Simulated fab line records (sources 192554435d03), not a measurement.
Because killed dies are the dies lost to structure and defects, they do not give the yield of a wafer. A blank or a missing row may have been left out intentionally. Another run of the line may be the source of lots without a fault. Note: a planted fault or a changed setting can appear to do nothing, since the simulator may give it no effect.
Chamber matching    flow n5 finfet    4 sister chambers for N5_GATE_CUT_ALD_22 on ald sin-04
The step deposits SiNx, target thk 16 nm, pulse time 1 s, ald cycles 320. 8 wafers are shown with their chamber, then 8 later ones without.

== WAFERS WITH THEIR CHAMBER ==
wafer   chamber  heater power w (W)  precursor pulse height rel
L077.1  3        888                 1.000
L086.1  2        844                 0.999
L086.2  0        839                 1.020
L086.3  1        810                 1.024
L088.1  2        850                 1.013
L088.4  1        796                 1.037
L088.6  0        833                 0.968
L093.1  3        846                 1.012

== WAFERS MISSING THEIR CHAMBER ==
wafer   heater power w (W)  precursor pulse height rel
L093.4  785                 0.973
L093.6  784                 0.999
L094.1  842                 1.004
L094.3  861                 1.004
L094.4  750                 0.999
L095.2  870                 1.014
L095.3  824                 0.962
L095.4  778                 0.986

== CHAMBER TAKEN BY EACH ==
wafer   from the rows above                in truth
L093.4  can't be placed: 1 or 0 or 2       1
L093.6  can't be placed: 1 or 0 or 2       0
L094.1  can't be placed: 2 or 0 or 3       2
L094.3  can't be placed: 3 or 2 or 0       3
L094.4  can't be placed: 1 or 0            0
L095.2  can't be placed: 3 or 2 or 0       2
L095.3  can't be placed: 0 or 2 or 3 or 1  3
L095.4  can't be placed: 1 or 0 or 2       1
Placed correctly: 0 of 8. Cannot be placed on the basis of these rows: 8; the candidates contain the true chamber in 8. Number placed wrongly: 0.
How it was worked out, from the rows above alone: a wafer's distance from a chamber is the root of the sum, over the readings, of the square of ((its reading less the chamber's mean) divided by the reading's scatter). If the next closest chamber is less than 2 further off than the closest, the wafer can't be placed; otherwise it belongs to the closest. The mean given for a chamber averages the wafers shown for that chamber. The scatter: take each reading less its chamber's mean, square it, sum over the shown wafers, divide by the number of wafers less the number of chambers, and take the root.
